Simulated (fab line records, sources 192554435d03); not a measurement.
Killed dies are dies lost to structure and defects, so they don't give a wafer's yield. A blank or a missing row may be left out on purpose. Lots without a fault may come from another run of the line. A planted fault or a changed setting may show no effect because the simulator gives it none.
Split-lot experiment | flow n5_finfet | 7 lots, 39 wafers read, on a route of 1938 steps

THE SPLIT
At N5_BEOL_M0_ETCH_128 (etches SiCN in CF4/N2, target depth 12 nm, overetch 5.1 nm, time 21.4 s), the setting time_s was moved away from the recipe's 21.4 s on 9 of the 39 wafers read, by -52.2% to +18.1%. The other wafers ran this setting at the recipe's value.

The file shows no step between the split and the reading.

THE READING
TiN_of_BEOL_M0_SAQP_HM_DEP_02.thk_nm (the simulator's own value, which no gauge read), in nm, at N5_BEOL_M0_TRENCH_ETCH_107 (etches SiOC in C4F6/O2, target depth 32.8 nm, time 16.4 s). The file gives no usual value for it. The 30 wafers here that ran the recipe average 9.6 nm, standard deviation 0.12 nm.

wafer  | tool, chamber at the split | time_s as run, s | against the recipe | TiN_of_BEOL_M0_SAQP_HM_DEP_02.thk_nm, nm | against lot-mates on the recipe
L075.1 | rie_diel-05, 3,1,3         | 21.4             | recipe             | 9.6                                      | -
L075.6 | rie_diel-05, 3,1,3         | 21.4             | recipe             | 9.6                                      | -
L075.2 | rie_diel-05, 2             | 10.23            | -52.2%             | 10.2                                     | +0.7
L075.3 | rie_diel-05, 0             | 10.23            | -52.2%             | 10.2                                     | +0.7
L075.4 | rie_diel-05, 3,1,3         | 21.4             | recipe             | 9.4                                      | -
L075.5 | rie_diel-05, 0             | 10.23            | -52.2%             | 10                                       | +0.5
L081.1 | rie_diel-03, 3             | 21.4             | recipe             | 9.6                                      | -
L081.5 | rie_diel-03, 2,3           | 21.4             | recipe             | 9.6                                      | -
L081.6 | rie_diel-03, 2,3           | 21.4             | recipe             | 9.6                                      | -
L090.1 | rie_diel-03, 1             | 21.4             | recipe             | 9.6                                      | -
L090.2 | rie_diel-03, 0,3,2,1,2     | 21.4             | recipe             | 9.6                                      | -
L090.3 | rie_diel-03, 0,3,2,1,2     | 21.4             | recipe             | 9.6                                      | -
L090.4 | rie_diel-03, 0,3,2,1,2     | 21.4             | recipe             | 9.6                                      | -
L090.5 | rie_diel-03, 0,3,2,1,2     | 21.4             | recipe             | 9.4                                      | -
L090.6 | rie_diel-03, 0,3,2,1,2     | 21.4             | recipe             | 9.4                                      | -
L092.1 | rie_diel-01, 2,0           | 21.4             | recipe             | 9.6                                      | -
L092.3 | rie_diel-01, 3             | 21.4             | recipe             | 9.6                                      | -
L092.5 | rie_diel-01, 2,0           | 21.4             | recipe             | 9.6                                      | -
L092.2 | rie_diel-01, 0,1,1         | 25.27            | +18.1%             | 9.4                                      | -0.2
L092.6 | rie_diel-01, 0,1,1         | 25.27            | +18.1%             | 9.4                                      | -0.2
L092.4 | rie_diel-01, 0,1,1         | 25.27            | +18.1%             | 9.6                                      | +0.0
L094.1 | rie_diel-05, 3,1           | 21.4             | recipe             | 9.6                                      | -
L094.4 | rie_diel-05, 3,1           | 21.4             | recipe             | 9.6                                      | -
L094.6 | rie_diel-05, 1             | 21.4             | recipe             | 9.6                                      | -
L094.2 | rie_diel-05, 0             | 13.39            | -37.4%             | 10                                       | +0.4
L094.3 | rie_diel-05, 2             | 13.39            | -37.4%             | 10.2                                     | +0.6
L094.5 | rie_diel-05, 2             | 13.39            | -37.4%             | 10.2                                     | +0.6
L095.1 | rie_diel-05, 0,2,3,1,2     | 21.4             | recipe             | 9.4                                      | -
L095.2 | rie_diel-05, 0,2,3,1,2     | 21.4             | recipe             | 9.4                                      | -
L095.3 | rie_diel-05, 0,2,3,1,2     | 21.4             | recipe             | 9.4                                      | -
L095.4 | rie_diel-05, 0,2,3,1,2     | 21.4             | recipe             | 9.4                                      | -
L095.5 | rie_diel-05, 3             | 21.4             | recipe             | 9.6                                      | -
L095.6 | rie_diel-05, 0,2,3,1,2     | 21.4             | recipe             | 9.6                                      | -
L096.1 | rie_diel-05, 2             | 21.4             | recipe             | 9.6                                      | -
L096.2 | rie_diel-05, 0,1,3,0,3     | 21.4             | recipe             | 9.6                                      | -
L096.3 | rie_diel-05, 0,1,3,0,3     | 21.4             | recipe             | 9.8                                      | -
L096.4 | rie_diel-05, 0,1,3,0,3     | 21.4             | recipe             | 9.8                                      | -
L096.5 | rie_diel-05, 0,1,3,0,3     | 21.4             | recipe             | 9.8                                      | -
L096.6 | rie_diel-05, 0,1,3,0,3     | 21.4             | recipe             | 9.8                                      | -
Where a row lists several chambers, the file gives one row for several wafers and doesn't say which wafer went through which chamber.

THE FIT
A straight line over all 39 wafers: TiN_of_BEOL_M0_SAQP_HM_DEP_02.thk_nm changes by -0.0114 nm for each +1% of time_s; r = -0.86; the points scatter about the line by 0.13 nm.
The same after taking each lot's own level away (the mean of its wafers on the recipe; 39 wafers): -0.0119 nm for each +1%; r = -0.92; scatter 0.091 nm.
On that fit, the largest move of time_s shifts the reading by 0.62 nm.
The lots' own levels span 9.47 to 9.73 nm, that is 2.2 times the standard deviation above.
So the lot-to-lot level changes the slope little: the two slopes agree.
Check: with one of the wafers moved furthest among these (-52.2%) left out of the fit, the line predicts +0.622 nm for it against its lot-mates. It came out at +0.667 nm against them.

OTHER SPLITS ON THESE WAFERS
These wafers also went through other splits before the reading. Each is held against what the fit with the lots' levels taken away leaves over:
other split on the same wafers           | wafers away from the commonest value | r with TiN_of_BEOL_M0_SAQP_HM_DEP_02.thk_nm (lot level and that fit taken away)
N5_PMOS_HMC_CHANNEL_EPI_HM_DEP_34 time_s | 18                                   | -0.03
N5_SD_EPI_N_ETCH_45 target_depth_a       | 15                                   | -0.08
N5_SDB_ETCH_18 time_s                    | 9                                    | -0.20
N5_GATE_CUT_DESCUM_18 time_s             | 15                                   | -0.15

THE WHOLE CHAIN: every reading that the file lists as answering this split, in the file's order
step                       | what it does                                                            | reading                                                                               | change (the file's fit)                | r (the file's)
N5_BEOL_M0_ETCH_128        | etches SiCN in CF4/N2, target depth 12 nm, overetch 5.1 nm, time 21.4 s | TiN_of_BEOL_M0_SAQP_HM_DEP_02.thk_nm (the simulator's own value, which no gauge read) | -0.0112 nm for each +1% of the setting | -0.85
N5_BEOL_M0_TRENCH_ETCH_107 | etches SiOC in C4F6/O2, target depth 32.8 nm, time 16.4 s               | TiN_of_BEOL_M0_SAQP_HM_DEP_02.thk_nm (the simulator's own value, which no gauge read) | -0.0121 nm for each +1% of the setting | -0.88

THE FILE'S OWN FIT
TiN_of_BEOL_M0_SAQP_HM_DEP_02.thk_nm changes by -0.0121 nm for each +1% of time_s, r = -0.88.
